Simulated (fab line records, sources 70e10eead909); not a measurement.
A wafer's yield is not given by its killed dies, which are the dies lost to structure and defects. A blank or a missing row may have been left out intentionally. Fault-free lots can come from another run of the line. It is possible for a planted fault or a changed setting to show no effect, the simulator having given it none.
Comparing a struck lot with a sound one ; flow nand harc ; 19 out of 1302 route steps
Sound: these wafers, L313.2, L313.3, L313.6. Wafers struck: L320.1, L320.3, L320.5. The cause is given at the end.
Per side, at each step with rows, come the tool, then ch with its chambers, and then its first start. Under that, the readings that differ: sound wafers ; struck wafers ; difference of the means ; sigmas: that difference in standard deviations of wafers without a fault.
alike: words and numbers the same on both sides, and readings whose means are apart by under 2 such deviations; not compared: readings that were withheld, readings missing a value for some wafer, numbers with overlapping values and no deviation given by the record, and bounds like >300 which may hide the same value.
The two part at a step that has a row with sigmas, a row that says differs or no value, or rows on one side only. Numbers that have no deviation but don't overlap get no sigmas and don't part them. Lack of a reading on every wafer of one side parts them only where that side has two or more wafers.

NHARC_A_BLC_OVL_MEAS_11:
  sound on overlay-02 at day 23 15:53; struck on overlay-02 at day 27 13:53
  alike: overlay x nm, overlay y nm
NHARC_A_BLC_INSPECT_12:
  sound on defect inspect-01 at day 23 15:55; struck on defect inspect-02 at day 27 13:55
  alike: raw defect count
then, 2 steps without rows for these wafers: NHARC_A_BLC_DESCUM_15 (chemistry O2, time 3 s); NHARC_A_BLC_ETCH_16 (etches the open film in CF4, target depth 39 nm, time 65 s).
NHARC_A_BLC_ETCH_17: etches the open film in N2/H2, target depth 390 nm, time 609.38 s.
  sound: rie diel-04 ch 0,2,3; struck: rie diel-07 ch 0,2,3
reading;sound;struck;difference;sigmas
oes product au (a.u.);0.983 0.989 0.993;1.000 1.022 1.015;+0.024;+2
  alike: drypump motor current A, rf vpp V, showerhead plenum p Torr, throttle valve pct
  not compared: rf hours counter h
then, 1 step without rows for these wafers: NHARC_A_BLC_ETCH_18 (etches the open film in C4F8/O2/Ar, target depth 910 nm).
NHARC_A_BLC_CD_MEAS_19:
  sound on cd sem-02 at day 23 16:58; struck on cd sem-01 at day 27 14:56
  alike: cd nm
NHARC_A_BLC_STRIP_29: strips in CF4.
  sound on rie diel-07 ch 1,3, day 23 17:02; struck on rie diel-07 ch 0,1,3, day 27 15:01
  alike: drypump motor current A, oes product au, rf vpp V, showerhead plenum p Torr, throttle valve pct
  not compared: rf hours counter h
NHARC_A_BLC_STRIP_21: strips in O2.
  sound on rie diel-07 ch 1,2,3, day 23 17:10; struck on rie diel-07 ch 0,1,3, day 27 15:08
  alike: drypump motor current A, oes product au, rf vpp V, showerhead plenum p Torr, throttle valve pct
  not compared: rf hours counter h
then, 3 steps without rows for these wafers: NHARC_A_BLC_STRIP_22 (strips in post etch residue remover, time 600 s); NHARC_A_BLC_DEGAS_30 (time 60 s); NHARC_A_BLC_PRE_CLEAN_31 (time 15 s).
NHARC_A_BLC_PVD_32: deposits Ti, target thk 5 nm, time 17.7 s.
  sound on pvd sputter-02 at day 23 17:44; struck on pvd sputter-03 at day 27 15:40
  alike: throttle valve pct
NHARC_A_BLC_ALD_23: deposits TiN, target thk 3 nm, pulse time 1 s, ald cycles 150.
  sound on ald metal-04 ch 0,1,2, day 23 17:51; struck on ald metal-04 ch 1,2,3, day 27 15:47
  alike: heater power w, precursor pulse height rel
NHARC_A_BLC_CVD_24: deposits W, target thk 150 nm, time 434 s.
  sound: cvd w-01 ch 0,1; struck: cvd w-01 ch 0
  alike: heater power w, throttle valve pct
then, 2 steps without rows for these wafers: NHARC_A_BLC_CMP_25 (polishes, t overpolish 30 s, target thk 150 nm); NHARC_A_BLC_SRD_27.
NHARC_A_BLC_INSPECT_28:
  sound on defect inspect-02 at day 23 18:58; struck on defect inspect-01 at day 27 16:56
  alike: raw defect count
NHARC_END_SORT_01:
  at this point the record logs the struck wafers (prober-01 ch 0, day 29 10:55) and has no rows for the sound ones

== WHERE THEY PART ==
At NHARC_A_BLC_ETCH_17 first; at NHARC_END_SORT_01 last (within this record only).

WHY: what had been put in by the simulator
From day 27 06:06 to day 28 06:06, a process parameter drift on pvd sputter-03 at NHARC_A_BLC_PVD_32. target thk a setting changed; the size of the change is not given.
